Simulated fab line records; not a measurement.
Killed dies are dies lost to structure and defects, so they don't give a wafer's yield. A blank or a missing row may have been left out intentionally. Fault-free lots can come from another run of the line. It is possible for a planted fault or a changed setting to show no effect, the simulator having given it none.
A lot that was struck, set against a sound lot    flow n5_finfet    15 out of 1938 route steps
Sound: wafers L922.3, L922.4, L922.5. Struck: wafer L927.5; the same lot's L927.3 was not struck, so it is left out; see the end for the cause.
Order at every step that has rows: each side's tool, ch and its chambers, its first start. Under that, the readings that differ: sound wafers    struck wafers    difference of the means    sigmas: that difference in standard deviations of wafers without a fault.
alike: readings whose means differ by less than 2 such deviations, and words and numbers that are the same on both sides. not compared: withheld readings, readings that some wafer has no value for, bounds like >300 that may hide the same value, and numbers for which the record gives no deviation and whose values overlap.
The two part at a step that has a row with sigmas, a row that says differs or no value, or rows on one side only. Numbers that don't overlap but have no deviation are shown without sigmas and don't part them. A reading that every wafer of one side lacks parts them only if that side has two wafers or more.

N5_BEOL_M7_TRENCH_ETCH_37: etches SiCOH lowk in C4F6/O2, target depth 93.478 nm, time 31.2 s.
  sound on rie_diel-05 ch 0,1,2; struck on rie_diel-03 ch 3
  alike: drypump_motor_current_A, mfc_ar_sccm, oes_f_703_au, oes_product_au, rf_vpp_V, showerhead_plenum_p_Torr, throttle_valve_pct
  not compared: rf_hours_counter_h
N5_BEOL_M7_ETCH_41: etches SiCN in CH3F/O2, target depth 31.9 nm, time 57.8 s.
  sound on rie_diel-05 ch 0,1,2; struck on rie_diel-03 ch 3
  alike: drypump_motor_current_A, mfc_ar_sccm, oes_product_au, rf_vpp_V, showerhead_plenum_p_Torr, throttle_valve_pct
  not compared: rf_hours_counter_h
then, 1 step without rows for these wafers: N5_BEOL_M7_STRIP_80 (strips in N2/H2, time 10 s).
N5_BEOL_M7_OCD_MEAS_38:
  sound on ocd-02, day 10 13:44; struck on ocd-02, day 12 05:53
  alike: trench_depth_nm
then, 4 steps without rows for these wafers: N5_BEOL_M7_HM_STRIP_39 (strips TiN in peroxide tin strip, target depth 25 nm, time 158 s); N5_BEOL_M7_SRD_40 (time 30 s); N5_BEOL_M7_PRECLEAN_42 (cleans in residue remover, time 60 s); N5_BEOL_M7_SRD_43 (time 30 s).
N5_BEOL_M7_CD_MEAS_35: target cd 40 nm.
  sound on cd_sem-03, day 10 13:59; struck on cd_sem-03, day 12 06:02
  alike: cd_nm
N5_BEOL_M7_CURE_75: cures SiCOH lowk, time 120 s.
  sound on uv_cure-03 ch 2, day 10 14:07; struck on uv_cure-03 ch 1, day 12 06:11
  alike: lamp_power_pct, wafer_temp_C_max
then, 1 step without rows for these wafers: N5_BEOL_M7_DEGAS_44 (time 60 s).
N5_BEOL_M7_PRE_CLEAN_45: time 30 s.
  sound on pvd_sputter-01, day 10 14:39; struck on pvd_sputter-02, day 12 06:29
reading             sound        struck  difference  sigmas
heater_power_w (W)  380 353 351  262     -99         -3
N5_BEOL_M7_ALD_77: deposits TaN, target thk 2 nm, pulse time 2 s, purge time 3 s.
  sound on ald_metal-02 ch 2,3, day 10 14:44; struck on ald_metal-01 ch 0, day 12 06:34
reading     sound     struck  difference  sigmas
ald_cycles  40 40 40  43      +3          
  alike: heater_power_w
N5_BEOL_M7_SURFACE_TREAT_79:
  sound on pvd_sputter-01, day 10 15:15; struck on pvd_sputter-02, day 12 06:51
  not compared: throttle_valve_pct
-- the record jumps here: 3 days lie between the struck wafers' starts before and after (it left off in module BEOL_M7 and takes up again in module PASSIVATION, whose first step shown is number 1936 of the route) --
N5_PASSIVATION_PROBE_49:
  sound on prober-01, day 13 20:04; struck on prober-01, day 15 09:17
reading               sound  struck  difference  sigmas
sort_bin_8_speed (%)  0 0 0  0.42    +0.42       +11
  alike: defect_limited_yield, killed_at_M0_to_M3, killed_at_M4_up, killed_at_contacts, killed_at_front_end, killed_at_other, killed_dies, killed_on_rim, killed_open, killed_short, sort_bin_5_function, sort_bin_6_memory, sort_n_pass, sort_yield_pct

## WHERE THEY PART
Earliest at N5_BEOL_M7_PRE_CLEAN_45; latest, in this record, at N5_PASSIVATION_PROBE_49.

WHY: the cause the simulator had injected
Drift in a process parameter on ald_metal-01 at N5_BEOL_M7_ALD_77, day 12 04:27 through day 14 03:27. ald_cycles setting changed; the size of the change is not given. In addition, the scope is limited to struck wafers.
